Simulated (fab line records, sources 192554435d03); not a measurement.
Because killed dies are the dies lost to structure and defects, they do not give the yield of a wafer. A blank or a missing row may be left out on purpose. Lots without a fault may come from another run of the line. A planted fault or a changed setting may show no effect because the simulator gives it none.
Problem report, 8D (eight disciplines) form, completed by code ; flow n5 finfet ; the parts of the form that need people (team, actions taken, sign-off) are left out

## 1. THE PROBLEM
Wafers without a fault read 30.2 s, standard deviation 0.66; barrier field endpoint s at N5_BEOL_M12_CMP_49 reads a mean of 22.8 s on 4 wafers belonging to 3 lots. That puts it -11 standard deviations away from the usual mean.
The step: polishes, stops on SiOC, t overpolish 20.6 s, target thk 320 nm.
Earliest sighting: wafer L299.6 on cmp-04 at day 13 11:11. The record has a number at this step for 30 wafers belonging to 11 lots. Rule for "out" (also "out of limits"): further than 4 standard deviations from the usual mean. Any other wafer with a number is counted as sound.

## 2. WHAT IT IS; WHAT IT IS NOT
question;is;is not
which readings at this step;barrier field endpoint s;head pressure psi, motor current A
which lots;L299, L300, L302;L293, L295, L296, L305, L311, L312, L313, L314
which wafers of those lots;L299.6, L300.1, L300.6, L302.6;L299.5, L302.4
read on which tools;cmp-04;cmp-01, cmp-02
when;from day 13 11:11;"up to then (10 sound wafers); but 16 sound wafers of L302, L305, L311, L312, L313, L314 came after"

## 3. SUSPECTS, AND WHAT RULES EACH OUT
Counting: if a tool at a process step up to the reading ran every lot that is out, it stays a suspect. Sound lots after the first of them don't rule it out here, since some wafers of a struck lot are sound.
- pvd sputter-02 at N5_BEOL_M12_SPUTTER_44 (material Ta, target thk 10 nm, time 16.13 s): kept. It processed each lot that is out (first: L299, day 13 10:26); up to then, its last sound lot is L296 (day 12 05:13).
- cmp-04 at N5_BEOL_M12_CMP_49 (polishes, stops on SiOC, t overpolish 20.6 s, target thk 320 nm): kept. It processed each lot that is out (first: L299, day 13 11:11); up to then, its last sound lot is L296 (day 12 05:57). Out on those wafers are its own readings of barrier field endpoint s.
What counting leaves: pvd sputter-02 at N5_BEOL_M12_SPUTTER_44 and cmp-04 at N5_BEOL_M12_CMP_49.

## 4. THE CAUSE (what the simulator had put in)
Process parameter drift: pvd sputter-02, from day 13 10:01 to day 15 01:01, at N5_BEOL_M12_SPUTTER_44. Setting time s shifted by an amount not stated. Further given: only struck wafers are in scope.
This tool is one of the 2 suspects left after counting.

## 5. THE CHAIN OF EFFECTS, in route order
Each row: a reading whose mean over the struck wafers that have a number lies more than 3 standard deviations from the usual. Readings are gone through only where the record gives a usual standard deviation; hours: the median, over the lots, of the time from a lot's start at the first step in this table giving one to that lot's start at this step; sigmas: the change measured in usual standard deviations.
hours;step;reading;usual;on struck wafers;change;sigmas
0;N5_BEOL_M12_CMP_49;barrier field endpoint s;30.2 s;22.8;-7.4;-11
Its process steps:
- N5_BEOL_M12_CMP_49: polishes, stops on SiOC, t overpolish 20.6 s, target thk 320 nm.
Readings that are blank on the struck wafers while sound wafers have them: susceptor temp C at N5_BEOL_M12_SPUTTER_44.
Later steps that measure or inspect, where all struck wafers having a row at the step show a number for every such reading and not one has moved that far: N5_BEOL_M12_THK_MEAS_50, N5_BEOL_M12_RS_MEAS_54.

## 6. WHAT WOULD HAVE CAUGHT IT SOONER
In this record the first reading out of limits was taken at day 13 11:11, 1 hour after the fault began at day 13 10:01.
Lots out: 3; of these, L300, L302 started N5_BEOL_M12_SPUTTER_44 on pvd sputter-02 after day 13 11:11. A hold on the tool at that time would have spared those 2.
